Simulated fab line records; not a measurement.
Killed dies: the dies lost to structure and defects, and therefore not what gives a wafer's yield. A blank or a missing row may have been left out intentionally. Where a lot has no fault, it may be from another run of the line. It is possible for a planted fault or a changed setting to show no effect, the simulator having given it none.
2 desks, one fault | flow n5Finfet | only its own numbers are on each desk; what lay behind them is given at the end

== THE METROLOGY DESK ==
Lot by lot, what the gauges showed, no matter which tool ran the lot: averages of those sampled wafers that carry a number. Marked OUT: a lot whose mean sits more than 4 standard deviations from the usual mean, which makes it out of limits; the brackets give that distance.
Columns: A = M6_ILD_THK at N5_BEOL_M6_THK_MEAS_01, usual 155.1 nm
lot  | first seen here | A
L232 | day 8 13:38     | 155.4
L231 | day 8 18:40     | 156.3
L233 | day 9 16:58     | 154.4
L235 | day 9 17:40     | 152.9
L236 | day 10 09:05    | 149.3
L241 | day 11 03:37    | 146.6
L242 | day 11 19:43    | 158.2
L249 | day 13 11:40    | 155.3
L251 | day 13 14:22    | 155.3
L250 | day 13 18:17    | 157.6
L253 | day 14 07:46    | 155.2
This desk's finding: nothing out of limits on any of the 11 lots.

== AT THE TOOL OWNER'S DESK: pecvd-01 ==
The tool's own readings at N5_BEOL_M6_ILD_DEP_00 (deposits SiCOH lowk from DEMS/porogen, target thk 179.75 nm, time 33.4 s): means of the sampled wafers that have a number, for each lot that ran on this tool. Marked OUT: a lot whose mean sits more than 4 standard deviations from the usual mean, which makes it out of limits; the brackets give that distance.
Columns: A = heaterPowerW at N5_BEOL_M6_ILD_DEP_00, usual 354 W; B = showerheadPlenumPTorr at N5_BEOL_M6_ILD_DEP_00, usual 5.733 Torr; C = susceptorTempC at N5_BEOL_M6_ILD_DEP_00, usual 300.03 C; D = throttleValvePct at N5_BEOL_M6_ILD_DEP_00, usual 13.8 %
lot  | first seen here | A   | B     | C      | D
L232 | day 8 13:04     | 380 | 5.729 | 300.02 | 13.7
L231 | day 8 18:03     | 350 | 5.699 | 299.90 | 12.8
L233 | day 9 15:55     | 387 | 5.725 | 300.01 | 13.2
L235 | day 9 17:05     | 424 | 5.703 | 299.90 | 13.3
L236 | day 10 08:18    | 431 | 5.714 | 300.43 | 13.1
L241 | day 11 02:34    | 348 | 5.737 | 300.03 | 13.4
L249 | day 13 10:37    | 351 | 5.720 | 300.07 | 13.3
This desk's finding: nothing out of limits on any of the 7 lots.

== BROUGHT TOGETHER ==
The metrology desk saw nothing out of limits.
The desk of the tool owner found nothing out of limits.

== WHAT THE SIMULATOR HAD PUT IN ==
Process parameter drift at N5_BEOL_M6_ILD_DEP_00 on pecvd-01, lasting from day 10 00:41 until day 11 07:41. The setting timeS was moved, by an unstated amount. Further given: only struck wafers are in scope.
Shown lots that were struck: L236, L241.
